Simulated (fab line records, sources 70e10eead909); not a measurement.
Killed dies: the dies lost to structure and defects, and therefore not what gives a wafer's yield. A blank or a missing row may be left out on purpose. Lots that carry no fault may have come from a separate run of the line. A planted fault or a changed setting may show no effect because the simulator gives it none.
A lot that was struck, set against a sound lot ; flow nand-harc ; 41 out of 1302 route steps
Sound: wafers L757.2, L757.5, L757.6. Wafers L750.1, L750.2, L750.6 were the ones struck. The cause comes at the end.
Per side, at each step with rows, come the tool, then ch with its chambers, and then its first start. Under that, the readings that differ: sound wafers ; struck wafers ; difference of the means ; sigmas: that difference in standard deviations of wafers without a fault.
alike: a reading whose means differ by less than 2 such deviations, as well as words and numbers matching on both sides. not compared: withheld readings; readings where some wafer has no value; bounds like >300 that might hide an equal value; numbers whose values overlap and for which the record gives no deviation.
The two part at a step that has a row with sigmas, a row that says differs or no value, or rows on one side only. Non-overlapping numbers with no deviation appear without sigmas and do not part them. Lack of a reading on every wafer of one side parts them only where that side has two or more wafers.

first, 1 step without rows for these wafers: NHARC_A_CHANNEL_HOLE_D1_SRD_29.
NHARC_A_CHANNEL_HOLE_D1_CD_MEAS_30:
  struck on cd-sem-02, day 11 14:11; sound on cd-sem-03, day 15 02:14
  alike: cd-nm
then, 1 step without rows for these wafers: NHARC_A_CHANNEL_HOLE_D1_XSEM_31.
NHARC_A_CHANNEL_HOLE_D1_INSPECT_40:
  struck on defect-inspect-01, day 11 14:23; sound on defect-inspect-02, day 15 02:25
  alike: raw-defect-count
then, 6 steps without rows for these wafers: NHARC_A_CHANNEL_FILL_D1_PRECLEAN_00 (cleans in SC1); NHARC_A_CHANNEL_FILL_D1_SRD_01; NHARC_A_CHANNEL_FILL_D1_ALD_02 (deposits SiO2, target thk 6 nm, pulse time 10 s, ald cycles 60); NHARC_A_CHANNEL_FILL_D1_ALD_03 (deposits SiNx, target thk 6 nm, pulse time 60 s, ald cycles 58); NHARC_A_CHANNEL_FILL_D1_ALD_14 (deposits SiO2, target thk 2.5 nm, pulse time 10 s, ald cycles 25); NHARC_A_CHANNEL_FILL_D1_ALD_15 (deposits SiNx, target thk 2 nm, pulse time 60 s, ald cycles 19).
NHARC_A_CHANNEL_FILL_D1_ALD_16: deposits SiO2, target thk 1.5 nm, pulse time 10 s, ald cycles 15.
  sound on ald-hk-03 ch 0,3, day 15 14:08; struck on ald-hk-03 ch 2,3, day 12 04:04
  alike: heater-power-w, precursor-pulse-height-rel
then, 1 step without rows for these wafers: NHARC_A_CHANNEL_FILL_D1_ANNEAL_17 (time 1800 s).
NHARC_A_CHANNEL_FILL_D1_CVD_18: deposits poly-Si, target thk 3 nm.
  sound on lpcvd-poly-03 ch 0, day 15 23:49; struck on lpcvd-poly-03 ch 0, day 12 13:50
reading;sound;struck;difference;sigmas
spike-tc-bottom-C (C);570.5 569.1 571.3;583.2 584.2 585.2;+13.9;+8
spike-tc-centre-C (C);551.3 552.4 551.1;563.0 563.6 562.8;+11.5;+9
spike-tc-lower-C (C);551.2 549.2 550.3;564.6 562.8 562.1;+12.9;+13
spike-tc-top-C (C);575 576 573;588 588 587;+13;+4
spike-tc-upper-C (C);552.1 550.0 552.4;565.3 564.7 563.7;+13.1;+9
tube-center-temp-C (C);549.92 549.99 549.99;563.54 563.63 563.53;+13.60;+99 or more
then, 2 steps without rows for these wafers: NHARC_A_CHANNEL_FILL_D1_ETCHBACK_19 (etches the open film in HBr/Cl2, target depth 5 nm, time 1.7 s); NHARC_A_CHANNEL_FILL_D1_ETCHBACK_20 (etches the open film in C4F8/O2/Ar, target depth 27 nm, time 13.5 s).
NHARC_A_CHANNEL_FILL_D1_STRIP_28: strips in O2, time 20 s.
  sound on rie-diel-01 ch 1,2,3, day 16 02:10; struck on rie-diel-01 ch 2,3, day 12 16:07
  alike: drypump-motor-current-A, oes-product-au, rf-vpp-V, showerhead-plenum-p-Torr, throttle-valve-pct
  not compared: rf-hours-counter-h
then, 5 steps without rows for these wafers: NHARC_A_CHANNEL_FILL_D1_PRECLEAN_21 (cleans in dHF, time 30 s); NHARC_A_CHANNEL_FILL_D1_SRD_23; NHARC_A_CHANNEL_FILL_D1_CVD_05 (deposits poly-Si, target thk 5 nm); NHARC_A_CHANNEL_FILL_D1_ANNEAL_22 (time 7200 s); NHARC_A_CHANNEL_FILL_D1_ALD_25 (deposits SiOx, target thk 60 nm, pulse time 10 s, ald cycles 600).
NHARC_A_CHANNEL_FILL_D1_ETCHBACK_08: etches the open film in C4F8, target depth 220 nm, time 110 s.
  sound on rie-diel-01 ch 1,3; struck on rie-diel-03 ch 0,2
  alike: oes-product-au, rf-fwd-power-W, rf-vpp-V
  not compared: rf-hours-counter-h
NHARC_A_CHANNEL_FILL_D1_STRIP_29: strips in O2, time 20 s.
  sound on rie-diel-01 ch 0,1,3, day 16 19:48; struck on rie-diel-03 ch 1,3
reading;sound;struck;difference;sigmas
drypump-motor-current-A (A);5.4 4.9 4.9;6.1 6.1 6.1;+1.0;+2
  alike: oes-product-au, rf-vpp-V, showerhead-plenum-p-Torr, throttle-valve-pct
  not compared: rf-hours-counter-h
then, 5 steps without rows for these wafers: NHARC_A_CHANNEL_FILL_D1_PRECLEAN_30 (cleans in dHF, time 30 s); NHARC_A_CHANNEL_FILL_D1_SRD_31; NHARC_A_CHANNEL_FILL_D1_CVD_09 (deposits poly-Si, target thk 150 nm, time 3000 s); NHARC_A_CHANNEL_FILL_D1_CMP_10 (polishes, target thk 150 nm); NHARC_A_CHANNEL_FILL_D1_SRD_12.
NHARC_A_CHANNEL_FILL_D1_INSPECT_13:
  struck on defect-inspect-01, day 13 16:00; sound on defect-inspect-02, day 17 01:47
  alike: raw-defect-count
then, 9 steps without rows for these wafers: NHARC_A_DECK1_JOINT_ETCHBACK_07 (etches the open film in HBr, target depth 105 nm, time 26.9 s); NHARC_A_DECK1_JOINT_ETCH_25 (etches SiO2 in dHF, target depth 0.5 nm); NHARC_A_DECK1_JOINT_ETCH_19 (etches poly-Si in TMAH, target depth 3 nm); NHARC_A_DECK1_JOINT_ETCH_18 (etches SiO2 in dHF, target depth 3 nm); NHARC_A_DECK1_JOINT_WET_08 (chemistry H3PO4, time 86 s); NHARC_A_DECK1_JOINT_ETCH_09 (etches SiO2 in dHF, target depth 5 nm); NHARC_A_DECK1_JOINT_WET_10 (chemistry H3PO4, time 86 s); NHARC_A_DECK1_JOINT_ETCH_11 (etches SiO2 in dHF, target depth 35 nm); NHARC_A_DECK1_JOINT_CVD_12 (deposits poly-Si, target thk 90 nm, time 1800 s).
NHARC_A_DECK1_JOINT_CMP_13: polishes, target thk 51.023 nm.
  sound on cmp-02 ch 0,1, day 17 12:06; struck on cmp-01 ch 1,2,3, day 14 02:37
  alike: motor-current-A, slurry-filter-dp-kPa, time-to-endpoint-s
-- jump in the record: it breaks off in module A_DECK1_JOINT and resumes in module END (first step shown: number 1301 of the route), and 13 days separate the struck wafers' starts before and after --
NHARC_END_WLT_00:
  struck on prober-02, day 26 21:59; sound on prober-02, day 30 12:27
reading;sound;struck;difference;sigmas
VT_DECK1_BOTTOM;0.871 0.868 0.881;0.930 0.912 0.910;+0.044;+6
VT_DECK1_BOTTOM_INNER;0.870 0.867 0.872;0.921 0.909 0.914;+0.045;+6
VT_DECK1_MEDIAN_NEAR_BOTTOM;0.867 0.863 0.877;0.932 0.910 0.920;+0.052;+7
VT_DECK1_MEDIAN_NEAR_BOTTOM_INNER;0.864 0.865 0.872;0.916 0.912 0.917;+0.048;+7
VT_DECK1_MIDDLE;0.886 0.884 0.890;0.941 0.925 0.927;+0.044;+7
VT_DECK1_MIDDLE_INNER;0.884 0.885 0.895;0.936 0.938 0.924;+0.045;+7
VT_DECK1_TOP;0.903 0.896 0.902;0.953 0.943 0.948;+0.048;+8
VT_DECK1_TOP_INNER;0.894 0.913 0.900;0.934 0.942 0.940;+0.036;+5
VT_DECK2_TOP;0.884 0.890 0.889;0.907 0.899 0.907;+0.017;+2
  alike: VT_DECK2_BOTTOM, VT_DECK2_BOTTOM_INNER, VT_DECK2_MEDIAN_NEAR_BOTTOM, VT_DECK2_MEDIAN_NEAR_BOTTOM_INNER, VT_DECK2_MIDDLE, VT_DECK2_MIDDLE_INNER, VT_DECK2_TOP_INNER
then, 1 step without rows for these wafers: NHARC_END_SORT_01.

WHERE THEY PART
Earliest at NHARC_A_CHANNEL_FILL_D1_CVD_18; latest, in this record, at NHARC_END_WLT_00.

WHY: what had been put in by the simulator
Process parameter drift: lpcvd-poly-03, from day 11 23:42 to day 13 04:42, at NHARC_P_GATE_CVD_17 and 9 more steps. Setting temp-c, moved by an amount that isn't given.
